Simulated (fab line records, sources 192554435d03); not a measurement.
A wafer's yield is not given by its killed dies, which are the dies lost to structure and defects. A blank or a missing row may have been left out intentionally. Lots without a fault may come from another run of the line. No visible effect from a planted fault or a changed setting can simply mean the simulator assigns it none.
fab line records ; flow n5Finfet ; part 1 of 2: steps 1 to 14 of 25
[record] lots = 5; wafers = 15; lastDay = 17
route steps=1938 shown MOL_CONTACT_COAG@604
lots untouched by any fault: they come from a run of this same line in which no faults occurred
startH: hours from the record's opening day to when the first of the lot's shown wafers began ; waitH: how many hours have passed since the lot's step before this one ; " as in the row above ; L1.1+2: one row covering several wafers at once ; - no value, or no start was given ; * or withheld: withheld ; < > ~ a bound
route shown NAME@n: NAME is a module with steps in the file, n the number in the route of the first one ; usual: mean and standard deviation over wafers with no fault ; same: alike in all rows ; chamber/n: place in a boat ; sites: the reading at each site ; _std_site: how widely they spread, as a standard deviation ; _edge_site: inner sites' mean taken away from outer sites' mean ; radiusMm: how far each site lies from the wafer's centre ; mask NAME#n: copy n ; behind: tool/chamber where the wafer was last shaped ; hold: reason for holding the lot/hours on hold/outcome of the hold ; device: names the non-switching transistor (n, p or np) ; end of line: tests of these same wafers at the route's end ; a step without rows: its recipe alone ; killed: not the wafer's yield, but the dies lost to structure and defects at the first sort ; map: a wafer's dies, x killed, . not, _ none there
set.NAME: the run value of the setting; set.NAME@STEP: its run value at that earlier step ; model.NAME: the simulator's own value behind a step, which no gauge read
lots at some steps of the route; a table a step, a row a wafer
services: the hour from which a tool's chamber was out of use, counted from the record's first day as startH (under 0 if before that day), plus the number of hours and why
[[steps]]
[step N5_MOL_CONTACT_COAG_INSPECT_42]
[recipe] mode = adi; inspectInstrument = brightfield
[usual] rawDefectCount = 219/54
lot.wafer;tool;chamber;startH;waitH;rawDefectCount
L075.4;defectInspect-01;-;110.93;0.0;257
L075.5;defectInspect-01;-;110.93;0.0;296
L075.6;defectInspect-01;-;110.93;0.0;260
L084.2;defectInspect-01;-;162.68;0.0;215
L084.4;defectInspect-01;-;162.68;0.0;209
L084.5;defectInspect-01;-;162.68;0.0;198
L091.2;defectInspect-02;-;201.79;0.0;201
L091.4;defectInspect-02;-;201.79;0.0;301
L091.6;defectInspect-02;-;201.79;0.0;153
L094.1;defectInspect-02;-;217.09;0.1;212
L094.3;defectInspect-02;-;217.09;0.1;212
L094.5;defectInspect-02;-;217.09;0.1;241
L096.2;defectInspect-01;-;234.27;0.0;178
L096.3;defectInspect-01;-;234.27;0.0;149
L096.4;defectInspect-01;-;234.27;0.0;194
[step N5_MOL_CONTACT_COAG_DESCUM_45]
[recipe] chemistry = O2; timeS = 7; sourcePowerW = 50; biasPowerW = 20; pressureMtorr = 20; rfFrequencyHz = 2.712e+07; tempC = 40; resist = CAR-EUV; o2FlowSccm = 225
[usual] biasPowerW = 20.01/0.061; drypumpMotorCurrentA = 5.6/0.31; oesProductAu = 0.78/0.082; rfVppV = 242.8/1.3; showerheadPlenumPTorr = 2.06/0.053; throttleValvePct = 20.39/0.23
lot.wafer;tool;chamber;startH;waitH;biasPowerW;drypumpMotorCurrentA;oesProductAu;rfHoursCounterH;rfVppV;showerheadPlenumPTorr;throttleValvePct
L075.4;rieDiel-02;3;110.98;0.0;20.09;5.7;0.69;247;243.2;2.06;20.74
L075.5;rieDiel-02;2;110.98;0.0;20.04;5.7;0.73;-;241.4;2.06;20.51
L075.6;rieDiel-02;3;110.98;0.0;20.01;5.8;0.69;-;242.5;2.06;20.73
L084.2;rieDiel-02;2;162.78;0.1;20.03;5.7;0.71;209;240.8;2.05;20.56
L084.4;rieDiel-02;0;162.78;0.1;20.10;5.7;0.72;207;241.0;1.96;20.47
L084.5;rieDiel-02;3;162.78;0.1;20.06;5.8;0.96;-;243.7;2.06;20.36
L091.2;rieDiel-03;1;201.84;0.1;19.98;5.2;0.78;123;242.5;2.04;20.51
L091.4;rieDiel-03;3;201.84;0.1;20.08;5.9;0.73;174;243.3;2.04;20.09
L091.6;rieDiel-03;0;201.84;0.1;20.02;5.1;0.68;-;241.7;2.15;20.37
L094.1;rieDiel-06;0;217.65;0.6;19.96;6.0;0.84;47;242.5;2.03;20.20
L094.3;rieDiel-06;1;217.65;0.6;20.00;5.4;0.86;46;243.5;2.13;20.34
L094.5;rieDiel-06;2;217.65;0.6;19.96;5.5;0.84;-;244.4;2.10;20.35
L096.2;rieDiel-03;1;234.31;0.0;20.15;5.2;0.77;137;243.6;2.04;20.54
L096.3;rieDiel-03;1;234.31;0.0;20.02;5.2;0.77;-;242.6;2.04;20.55
L096.4;rieDiel-03;3;234.31;0.0;20.05;5.9;0.73;-;242.4;2.04;20.11
[step N5_MOL_CONTACT_COAG_ETCH_65]
[recipe] chemistry = N2/H2; target = underlayer; targetDepthA = 130; maskMaterial = CAR-EUV; timeS = 10.4; ionEnergyEv = 200; pressureMtorr = 30; sourceW = 840; biasW = 150; n2FlowSccm = 200; h2FlowSccm = 200; ends = cleared
[usual] drypumpMotorCurrentA = 5.6/0.3; etchRfOnTimeS = 10.6/0.32; oesProductAu = 0.66/0.068; rfVppV = 523.1/2; showerheadPlenumPTorr = 2.51/0.068; throttleValvePct = 17.8/0.3
lot.wafer;tool;chamber;startH;waitH;drypumpMotorCurrentA;etchRfOnTimeS;oesProductAu;rfHoursCounterH;rfVppV;showerheadPlenumPTorr;throttleValvePct
L075.4;rieDiel-02;3;111.01;0.0;5.8;10.5;0.59;247;523.1;2.53;18.4
L075.5;rieDiel-02;2;111.01;0.0;5.7;10.0;0.63;-;523.9;2.52;18.1
L075.6;rieDiel-02;3;111.01;0.0;5.8;10.5;0.59;-;522.0;2.53;18.4
L084.2;rieDiel-02;2;162.81;0.0;5.7;10.3;0.61;209;524.5;2.51;18.2
L084.4;rieDiel-02;0;162.81;0.0;5.7;10.9;0.60;207;519.2;2.45;18.4
L084.5;rieDiel-02;3;162.81;0.0;5.8;10.3;0.82;-;523.7;2.52;18.0
L091.2;rieDiel-03;1;201.88;0.0;5.2;10.5;0.68;123;521.7;2.42;17.5
L091.4;rieDiel-03;3;201.88;0.0;5.9;10.8;0.62;174;523.2;2.53;17.8
L091.6;rieDiel-03;0;201.88;0.0;5.1;10.0;0.59;-;527.0;2.62;17.8
L094.1;rieDiel-06;0;217.68;0.0;6.1;10.9;0.71;48;521.4;2.47;17.5
L094.3;rieDiel-06;1;217.68;0.0;5.4;10.3;0.76;46;525.8;2.59;17.7
L094.5;rieDiel-06;2;217.68;0.0;5.5;9.9;0.73;-;524.4;2.59;18.1
L096.2;rieDiel-03;1;234.36;0.0;5.2;10.6;0.67;137;522.1;2.41;17.6
L096.3;rieDiel-03;1;234.36;0.0;5.2;10.6;0.66;-;521.8;2.41;17.6
L096.4;rieDiel-03;3;234.36;0.0;5.9;11.0;0.60;-;522.9;2.52;17.8
[step N5_MOL_CONTACT_COAG_ETCH_66]
[recipe] chemistry = CF4; target = SiARC; targetDepthA = 130; maskMaterial = CAR-EUV; timeS = 21.7; ionEnergyEv = 80; pressureMtorr = 40; sourceW = 545; biasW = 36; Ar_flow_sccm = 100; cf4FlowSccm = 100; ends = cleared
[usual] drypumpMotorCurrentA = 5.6/0.3; etchRfOnTimeS = 22.1/0.67; oesProductAu = 0.66/0.067; rfVppV = 183.8/1.1; showerheadPlenumPTorr = 2.12/0.055; throttleValvePct = 15.60/0.2
lot.wafer;tool;chamber;startH;waitH;drypumpMotorCurrentA;etchRfOnTimeS;oesProductAu;rfHoursCounterH;rfVppV;showerheadPlenumPTorr;throttleValvePct
L075.4;rieDiel-02;3;111.03;0.0;5.7;21.8;0.59;247;182.2;2.11;15.89
L075.5;rieDiel-02;2;111.03;0.0;5.7;21.0;0.63;-;183.8;2.12;15.79
L075.6;rieDiel-02;3;111.03;0.0;5.7;21.7;0.59;-;186.0;2.11;15.87
L084.2;rieDiel-02;2;162.83;0.0;5.7;21.4;0.61;209;184.3;2.11;15.82
L084.4;rieDiel-02;0;162.83;0.0;5.7;22.5;0.61;207;182.5;2.04;15.85
L084.5;rieDiel-02;3;162.83;0.0;5.8;21.4;0.82;-;182.5;2.10;15.40
L091.2;rieDiel-03;1;201.90;0.0;5.2;22.4;0.67;123;183.2;2.06;15.50
L091.4;rieDiel-03;3;201.90;0.0;5.9;22.9;0.61;174;183.7;2.12;15.51
L091.6;rieDiel-03;0;201.90;0.0;5.1;21.2;0.59;-;185.2;2.20;15.61
L094.1;rieDiel-06;0;217.70;0.0;6.0;22.8;0.72;48;182.7;2.08;15.34
L094.3;rieDiel-06;1;217.70;0.0;5.4;21.6;0.75;46;183.6;2.17;15.47
L094.5;rieDiel-06;2;217.70;0.0;5.5;21.2;0.73;-;184.5;2.17;15.53
L096.2;rieDiel-03;1;234.39;0.0;5.2;22.4;0.65;137;184.1;2.05;15.54
L096.3;rieDiel-03;1;234.39;0.0;5.2;22.4;0.66;-;183.8;2.05;15.52
L096.4;rieDiel-03;3;234.39;0.0;5.9;22.9;0.60;-;184.1;2.11;15.53
[step N5_MOL_CONTACT_COAG_ALD_133]
[recipe] material = SiO2; targetThkA = 50; tempC = 100; aldPrecursorFamily = BDEAS; aldCoReactant = O2-plasma; pulseTimeS = 1; coReactantPulseTimeS = 1; purgeTimeS = 2; coReactantPurgeTimeS = 2; aldCycles = 35; pressureTorr = 2
[usual] chamberPressureTorr = 2.000/0.0049; heaterPowerW = 78/7.8; precursorPulseHeightRel = 0.997/0.02
lot.wafer;tool;chamber;startH;waitH;chamberPressureTorr;heaterPowerW;precursorPulseHeightRel
L075.4;aldSin-03;1;111.11;0.1;2.001;67;0.991
L075.5;aldSin-03;2;111.11;0.1;2.002;75;1.000
L075.6;aldSin-03;3;111.11;0.1;1.998;83;1.017
L084.2;aldSin-03;2;163.00;0.1;1.995;76;0.986
L084.4;aldSin-03;0;163.00;0.1;2.010;80;0.987
L084.5;aldSin-03;0;163.00;0.1;2.005;80;1.008
L091.2;aldSin-03;1;201.98;0.1;1.998;66;0.987
L091.4;aldSin-03;2;201.98;0.1;2.007;72;1.008
L091.6;aldSin-03;3;201.98;0.1;1.999;86;1.025
L094.1;aldSin-04;2;217.78;0.1;1.998;81;0.995
L094.3;aldSin-04;3;217.78;0.1;2.003;76;1.000
L094.5;aldSin-04;3;217.78;0.1;1.999;74;1.000
L096.2;aldSin-03;3;234.51;0.1;1.993;88;1.009
L096.3;aldSin-03;0;234.51;0.1;1.993;77;1.038
L096.4;aldSin-03;2;234.51;0.1;1.998;72;1.018
[step N5_MOL_CONTACT_COAG_ETCHBACK_134]
[recipe] chemistry = CHF3; target = SiO2; targetDepthA = 100; timeS = 6.7; ionEnergyEv = 200; pressureMtorr = 30; sourceW = 610; biasW = 170; Ar_flow_sccm = 200; CHF3_flow_sccm = 50
[usual] drypumpMotorCurrentA = 5.62/0.3; oesProductAu = 0.80/0.085; rfVppV = 521/15; showerheadPlenumPTorr = 2.34/0.068; throttleValvePct = 18.67/0.21
lot.wafer;tool;chamber;startH;waitH;drypumpMotorCurrentA;oesProductAu;rfHoursCounterH;rfVppV;showerheadPlenumPTorr;throttleValvePct
L075.4;rieDiel-03;2;111.29;0.1;5.69;0.93;21;546;2.43;18.51
L075.5;rieDiel-03;3;111.29;0.1;5.90;0.75;-;512;2.37;18.54
L075.6;rieDiel-03;2;111.29;0.1;5.69;0.93;-;545;2.43;18.50
L084.2;rieDiel-06;1;163.23;0.2;5.42;0.90;32;522;2.43;18.60
L084.4;rieDiel-06;0;163.23;0.2;6.01;0.86;33;524;2.31;18.39
L084.5;rieDiel-06;0;163.23;0.2;6.01;0.86;-;524;2.31;18.38
L091.2;rieDiel-06;0;202.21;0.2;6.02;0.84;43;524;2.30;18.41
L091.4;rieDiel-06;2;202.21;0.2;5.53;0.85;81;511;2.41;18.66
L091.6;rieDiel-06;2;202.21;0.2;5.53;0.84;-;512;2.41;18.64
L094.1;rieDiel-06;0;218.02;0.2;6.03;0.84;48;524;2.30;18.42
L094.3;rieDiel-06;2;218.02;0.2;5.55;0.84;86;510;2.41;18.65
L094.5;rieDiel-06;0;218.02;0.2;6.02;0.84;-;524;2.30;18.42
L096.2;rieDiel-03;3;234.69;0.1;5.93;0.71;189;511;2.35;18.61
L096.3;rieDiel-03;3;234.69;0.1;5.87;0.71;-;510;2.35;18.60
L096.4;rieDiel-03;1;234.69;0.1;5.23;0.78;-;535;2.28;18.58
[step N5_MOL_CONTACT_COAG_ETCH_67]
[recipe] chemistry = N2/H2; target = SOC; targetDepthA = 600; overetchA = 210; maskMaterial = SiARC; tempC = 40; timeS = 101.2; ionEnergyEv = 200; pressureMtorr = 30; sourceW = 840; biasW = 150; n2FlowSccm = 200; h2FlowSccm = 200
[usual] drypumpMotorCurrentA = 5.6/0.3; oesProductAu = 0.67/0.069; rfVppV = 523.0/2; showerheadPlenumPTorr = 2.51/0.072; throttleValvePct = 17.81/0.29
lot.wafer;tool;chamber;startH;waitH;drypumpMotorCurrentA;oesProductAu;rfHoursCounterH;rfVppV;showerheadPlenumPTorr;throttleValvePct
L075.4;rieDiel-03;2;111.33;0.0;5.7;0.79;21;525.1;2.58;17.40
L075.5;rieDiel-03;3;111.33;0.0;5.9;0.64;-;524.4;2.54;17.70
L075.6;rieDiel-03;2;111.33;0.0;5.7;0.78;-;524.2;2.58;17.42
L084.2;rieDiel-06;1;163.27;0.0;5.4;0.75;32;525.5;2.60;17.66
L084.4;rieDiel-06;0;163.27;0.0;6.1;0.74;33;521.7;2.47;17.48
L084.5;rieDiel-06;0;163.27;0.0;6.1;0.75;-;522.8;2.47;17.47
L091.2;rieDiel-06;0;202.25;0.0;6.1;0.73;43;521.7;2.47;17.49
L091.4;rieDiel-06;2;202.25;0.0;5.6;0.70;81;525.0;2.59;18.01
L091.6;rieDiel-06;2;202.25;0.0;5.5;0.70;-;524.0;2.59;18.01
L094.1;rieDiel-06;0;218.05;0.0;6.0;0.72;48;522.3;2.47;17.51
L094.3;rieDiel-06;2;218.05;0.0;5.5;0.70;86;524.4;2.59;18.04
L094.5;rieDiel-06;0;218.05;0.0;6.0;0.73;-;522.0;2.47;17.51
L096.2;rieDiel-03;3;234.74;0.0;5.9;0.61;189;522.3;2.52;17.79
L096.3;rieDiel-03;3;234.74;0.0;5.9;0.61;-;522.3;2.52;17.80
L096.4;rieDiel-03;1;234.74;0.0;5.3;0.66;-;520.1;2.41;17.54
[step N5_MOL_CONTACT_COAG_STRIP_68]
[recipe] chemistry = N2/H2; tempC = 40; n2FlowSccm = 200; h2FlowSccm = 200; rfFrequencyHz = 6e+07
lot.wafer;tool;chamber;startH;waitH
L075.4+5+6;rieDiel-03;2,3,2;111.40;0.0
L084.2+4+5;rieDiel-06;1,0,0;163.34;0.0
L091.2+4+6;rieDiel-06;0,2,2;202.32;0.0
L094.1+3+5;rieDiel-06;0,2,0;218.12;0.0
L096.2+3+4;rieDiel-03;3,3,1;234.84;0.1
[step N5_MOL_CONTACT_COAG_STRIP_69]
[recipe] chemistry = N2/H2; tempC = 40; n2FlowSccm = 200; h2FlowSccm = 200; rfFrequencyHz = 6e+07
lot.wafer;tool;chamber;startH;waitH
L075.4+5+6;rieDiel-03;2,3,2;111.41;0.0
L084.2+4+5;rieDiel-06;1,0,0;163.35;0.0
L091.2+4+6;rieDiel-06;0,2,2;202.33;0.0
L094.1+3+5;rieDiel-06;0,2,0;218.13;0.0
L096.2+3+4;rieDiel-03;3,3,1;234.86;0.0
[step N5_MOL_CONTACT_COAG_ETCHBACK_136]
[recipe] chemistry = CHF3; target = SiO2; targetDepthA = 250; timeS = 16.7; ionEnergyEv = 200; pressureMtorr = 30; sourceW = 610; biasW = 170; Ar_flow_sccm = 200; CHF3_flow_sccm = 50
[usual] drypumpMotorCurrentA = 5.6/0.3; oesProductAu = 0.80/0.085; rfVppV = 521/15; showerheadPlenumPTorr = 2.34/0.068; throttleValvePct = 18.67/0.21
lot.wafer;tool;chamber;startH;waitH;drypumpMotorCurrentA;oesProductAu;rfHoursCounterH;rfVppV;showerheadPlenumPTorr;throttleValvePct
L075.4;rieDiel-03;2;111.42;0.0;5.7;0.94;21;545;2.43;18.50
L075.5;rieDiel-03;3;111.42;0.0;5.9;0.74;-;514;2.37;18.53
L075.6;rieDiel-03;2;111.42;0.0;5.7;0.93;-;546;2.43;18.51
L084.2;rieDiel-06;1;163.36;0.0;5.4;0.90;32;521;2.43;18.63
L084.4;rieDiel-06;0;163.36;0.0;6.1;0.86;33;524;2.31;18.38
L084.5;rieDiel-06;0;163.36;0.0;6.0;0.86;-;525;2.31;18.38
L091.2;rieDiel-06;0;202.34;0.0;6.0;0.85;43;525;2.30;18.41
L091.4;rieDiel-06;2;202.34;0.0;5.5;0.84;81;510;2.41;18.63
L091.6;rieDiel-06;2;202.34;0.0;5.5;0.84;-;511;2.41;18.64
L094.1;rieDiel-06;0;218.14;0.0;6.0;0.83;48;524;2.30;18.42
L094.3;rieDiel-06;2;218.14;0.0;5.5;0.85;86;511;2.41;18.66
L094.5;rieDiel-06;0;218.14;0.0;6.1;0.84;-;523;2.30;18.42
L096.2;rieDiel-03;3;234.87;0.0;5.9;0.72;190;511;2.35;18.61
L096.3;rieDiel-03;3;234.87;0.0;5.9;0.72;-;511;2.35;18.62
L096.4;rieDiel-03;1;234.87;0.0;5.2;0.78;-;536;2.28;18.58
[step N5_MOL_CONTACT_COAG_STRIP_120]
[recipe] chemistry = CHF3; resist = SiARC; rfFrequencyHz = 6e+07
lot.wafer;tool;chamber;startH;waitH
L075.4+5+6;rieDiel-03;2,3,2;111.44;0.0
L084.2+4+5;rieDiel-06;1,0,0;163.38;0.0
L091.2+4+6;rieDiel-06;0,2,2;202.36;0.0
L094.1+3+5;rieDiel-06;0,2,0;218.16;0.0
L096.2+3+4;rieDiel-03;3,3,1;234.91;0.0
[step N5_MOL_CONTACT_COAG_VIA_ETCH_117]
[recipe] chemistry = C4F6/O2; targetDepthA = 400; overetchA = 80; maskMaterial = SOC; target = SiO2; biasW = 455; pressureMtorr = 10; timeS = 26; sourceW = 325; Ar_flow_sccm = 300; C4F6_flow_sccm = 10; O2_flow_sccm = 10; ionEnergyEv = 575.3; ends = endPoint
[usual] drypumpMotorCurrentA = 5.6/0.3; oesProductAu = 0.72/0.073; rfVppV = 1579/43; showerheadPlenumPTorr = 2.80/0.082; throttleValvePct = 41.0/0.64
lot.wafer;tool;chamber;startH;waitH;drypumpMotorCurrentA;oesProductAu;rfHoursCounterH;rfVppV;showerheadPlenumPTorr;throttleValvePct
L075.4;rieDiel-03;2;111.45;0.0;5.7;0.83;21;1647;2.90;41.1
L075.5;rieDiel-03;3;111.45;0.0;5.9;0.69;-;1557;2.82;40.6
L075.6;rieDiel-03;2;111.45;0.0;5.7;0.85;-;1646;2.90;41.1
L084.2;rieDiel-06;1;163.39;0.0;5.4;0.79;32;1581;2.89;41.0
L084.4;rieDiel-06;0;163.39;0.0;6.1;0.80;33;1584;2.74;40.2
L084.5;rieDiel-06;0;163.39;0.0;6.1;0.81;-;1583;2.74;40.2
L091.2;rieDiel-06;0;202.37;0.0;6.0;0.79;43;1583;2.74;40.2
L091.4;rieDiel-06;2;202.37;0.0;5.6;0.74;81;1550;2.88;41.9
L091.6;rieDiel-06;2;202.37;0.0;5.6;0.76;-;1550;2.88;41.9
L094.1;rieDiel-06;0;218.17;0.0;6.0;0.79;48;1584;2.74;40.2
L094.3;rieDiel-06;2;218.17;0.0;5.5;0.74;86;1551;2.88;41.9
L094.5;rieDiel-06;0;218.17;0.0;6.1;0.78;-;1583;2.74;40.2
L096.2;rieDiel-03;3;234.92;0.0;5.9;0.65;190;1553;2.80;40.6
L096.3;rieDiel-03;3;234.92;0.0;5.9;0.65;-;1554;2.80;40.6
L096.4;rieDiel-03;1;234.92;0.0;5.2;0.71;-;1620;2.71;40.4
[step N5_MOL_CONTACT_COAG_ETCH_124]
[recipe] chemistry = CH3F/O2; target = SiNx; targetDepthA = 65; maskMaterial = SOC; stopOn = SiOC; overEtchFrac = 0.3; ionEnergyEv = 120; pressureMtorr = 30; sourceW = 395; biasW = 73; Ar_flow_sccm = 150; CH3F_flow_sccm = 30; O2_flow_sccm = 20; ends = endPoint
[usual] drypumpMotorCurrentA = 5.6/0.3; oesProductAu = 0.69/0.071; rfVppV = 296/8.4; showerheadPlenumPTorr = 1.97/0.058; throttleValvePct = 16.28/0.23
lot.wafer;tool;chamber;startH;waitH;drypumpMotorCurrentA;oesProductAu;rfHoursCounterH;rfVppV;showerheadPlenumPTorr;throttleValvePct
L075.4;rieDiel-03;2;111.48;0.0;5.7;0.80;21;307;2.05;16.07
L075.5;rieDiel-03;3;111.48;0.0;5.9;0.65;-;291;1.99;16.16
L075.6;rieDiel-03;2;111.48;0.0;5.7;0.80;-;309;2.05;16.08
L084.2;rieDiel-06;1;163.42;0.0;5.4;0.77;32;297;2.04;16.18
L084.4;rieDiel-06;0;163.42;0.0;6.0;0.76;33;298;1.93;15.98
L084.5;rieDiel-06;0;163.42;0.0;6.0;0.76;-;298;1.93;15.98
L091.2;rieDiel-06;0;202.40;0.0;6.1;0.74;43;297;1.93;15.99
L091.4;rieDiel-06;2;202.40;0.0;5.5;0.71;81;290;2.03;16.22
L091.6;rieDiel-06;2;202.40;0.0;5.5;0.72;-;290;2.03;16.25
L094.1;rieDiel-06;0;218.20;0.0;6.1;0.74;48;298;1.93;16.01
L094.3;rieDiel-06;2;218.20;0.0;5.5;0.71;86;290;2.02;16.26
L094.5;rieDiel-06;0;218.20;0.0;6.1;0.74;-;297;1.93;15.98
L096.2;rieDiel-03;3;234.96;0.0;5.9;0.62;190;289;1.97;16.25
L096.3;rieDiel-03;3;234.96;0.0;5.9;0.62;-;291;1.97;16.25
L096.4;rieDiel-03;1;234.96;0.0;5.2;0.67;-;305;1.91;16.19
[step N5_MOL_CONTACT_COAG_ETCH_48]
[recipe] chemistry = C4F6/O2; targetDepthA = 150; overetchA = 45; maskMaterial = SOC; target = SiOC; biasW = 465; pressureMtorr = 10; timeS = 17; sourceW = 335; Ar_flow_sccm = 300; C4F6_flow_sccm = 10; O2_flow_sccm = 10; ionEnergyEv = 576
[usual] drypumpMotorCurrentA = 5.63/0.3; oesProductAu = 0.67/0.081; rfVppV = 1581/43; showerheadPlenumPTorr = 2.80/0.082; throttleValvePct = 40.6/0.6
lot.wafer;tool;chamber;startH;waitH;drypumpMotorCurrentA;oesProductAu;rfHoursCounterH;rfVppV;showerheadPlenumPTorr;throttleValvePct
L075.4;rieDiel-03;2;111.52;0.0;5.73;0.77;21;1649;2.90;40.6
L075.5;rieDiel-03;3;111.52;0.0;5.95;0.60;-;1558;2.82;40.1
L075.6;rieDiel-03;2;111.52;0.0;5.72;0.73;-;1649;2.90;40.7
L084.2;rieDiel-06;1;163.46;0.0;5.42;0.75;32;1581;2.89;40.5
L084.4;rieDiel-06;0;163.46;0.0;5.99;0.74;33;1586;2.74;39.7
L084.5;rieDiel-06;0;163.46;0.0;6.00;0.73;-;1586;2.74;39.8
L091.2;rieDiel-06;0;202.44;0.0;6.03;0.68;43;1587;2.74;39.7
L091.4;rieDiel-06;2;202.44;0.0;5.53;0.72;81;1555;2.88;41.4
L091.6;rieDiel-06;2;202.44;0.0;5.54;0.74;-;1553;2.88;41.4
L094.1;rieDiel-06;0;218.24;0.0;5.99;0.68;48;1587;2.74;39.7
L094.3;rieDiel-06;2;218.24;0.0;5.55;0.63;86;1554;2.88;41.3
L094.5;rieDiel-06;0;218.24;0.0;6.03;0.63;-;1586;2.74;39.7
L096.2;rieDiel-03;3;235.02;0.0;5.90;0.60;190;1556;2.80;40.2
L096.3;rieDiel-03;3;235.02;0.0;5.86;0.63;-;1557;2.80;40.2
L096.4;rieDiel-03;1;235.02;0.0;5.22;0.70;-;1621;2.71;40.0
